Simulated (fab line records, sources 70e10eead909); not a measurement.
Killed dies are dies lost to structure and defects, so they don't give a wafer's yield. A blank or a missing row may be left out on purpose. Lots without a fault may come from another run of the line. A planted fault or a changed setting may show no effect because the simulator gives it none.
Chamber matching | flow nand_harc | NHARC_P_M1_DEP_33 on pecvd-04: 3 sister chambers
The step deposits SiCN, target thk 30 nm. 6 wafers are shown with their chamber, then 7 later ones without.

WAFERS WITH THEIR CHAMBER
wafer  | chamber | heater_power_w (W) | susceptor_temp_C (C)
L604.2 | 0       | 627                | 370.35
L608.3 | 0       | 541                | 369.81
L608.4 | 1       | 465                | 369.94
L608.5 | 2       | 548                | 370.08
L609.1 | 1       | 532                | 369.90
L609.2 | 2       | 629                | 370.04

WAFERS WITHOUT THEIR CHAMBER
wafer  | heater_power_w (W) | susceptor_temp_C (C)
L609.5 | 638                | 370.23
L610.1 | 508                | 370.06
L610.3 | 558                | 370.15
L610.5 | 608                | 370.24
L611.2 | 602                | 370.00
L611.3 | 542                | 370.57
L611.6 | 554                | 369.96

WHICH CHAMBER EACH WENT THROUGH
wafer  | from the rows above          | in truth
L609.5 | can't be placed: 2 or 0 or 1 | 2
L610.1 | can't be placed: 1 or 0 or 2 | 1
L610.3 | can't be placed: 0 or 2 or 1 | 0
L610.5 | can't be placed: 0 or 2 or 1 | 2
L611.2 | can't be placed: 2 or 0 or 1 | 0
L611.3 | can't be placed: 0 or 2 or 1 | 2
L611.6 | can't be placed: 0 or 2 or 1 | 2
Placed correctly: 0 of 7. Can't be placed from these rows: 7 (the true chamber is among the candidates in 7). Placed wrongly: 0.
How it was worked out, from the rows above alone: a wafer's distance from a chamber is the root of the sum, over the readings, of the square of ((its reading less the chamber's mean) divided by the reading's scatter). The wafer belongs to the nearest chamber; if the next one is less than 2 further off, it can't be placed. A chamber's mean is the mean of its shown wafers. The scatter: the root of (the sum of the squares of (reading less its chamber's mean) over the shown wafers, divided by (wafers less chambers)).
